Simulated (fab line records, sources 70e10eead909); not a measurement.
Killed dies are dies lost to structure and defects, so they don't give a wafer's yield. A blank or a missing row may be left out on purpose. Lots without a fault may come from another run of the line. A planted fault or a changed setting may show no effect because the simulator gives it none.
Chamber matching | flow nand_harc | NHARC_THIN_TSV_ETCHBACK_48 on rie_diel-10: 4 sister chambers
The step etches the open film in C4F8/Ar, target depth 1028.5 nm, time 405.17 s. 4 wafers are shown with their chamber, then 7 later ones without.

WAFERS WITH THEIR CHAMBER
wafer  | chamber | rf_vpp_V (V)
L984.5 | 3       | 548.5
L985.3 | 0       | 540.6
L986.1 | 1       | 544.5
L986.4 | 2       | 545.0

WAFERS WITHOUT THEIR CHAMBER
wafer  | rf_vpp_V (V)
L986.5 | 543.7
L998.1 | 543.5
L998.2 | 543.5
L998.6 | 546.8
L103.2 | 546.1
L103.3 | 541.9
L103.5 | 541.6

WHICH CHAMBER EACH WENT THROUGH
wafer  | from the rows above          | in truth
L986.5 | can't be placed: 1 or 2 or 0 | 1
L998.1 | can't be placed: 1 or 2 or 0 | 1
L998.2 | can't be placed: 1 or 2 or 0 | 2
L998.6 | can't be placed: 3 or 2 or 1 | 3
L103.2 | can't be placed: 2 or 1 or 3 | 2
L103.3 | can't be placed: 0 or 1 or 2 | 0
L103.5 | can't be placed: 0 or 1      | 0
Placed correctly: 0 of 7. Can't be placed from these rows: 7 (the true chamber is among the candidates in 7). Placed wrongly: 0.
How it was worked out, from the rows above alone: a wafer's distance from a chamber is the root of the sum, over the readings, of the square of ((its reading less the chamber's mean) divided by the reading's scatter). The wafer belongs to the nearest chamber; if the next one is less than 2 further off, it can't be placed. A chamber's mean is the mean of its shown wafers. The scatter: with one shown wafer a chamber, the root of the mean of the squares of how far each hidden wafer lies from its nearest shown one.
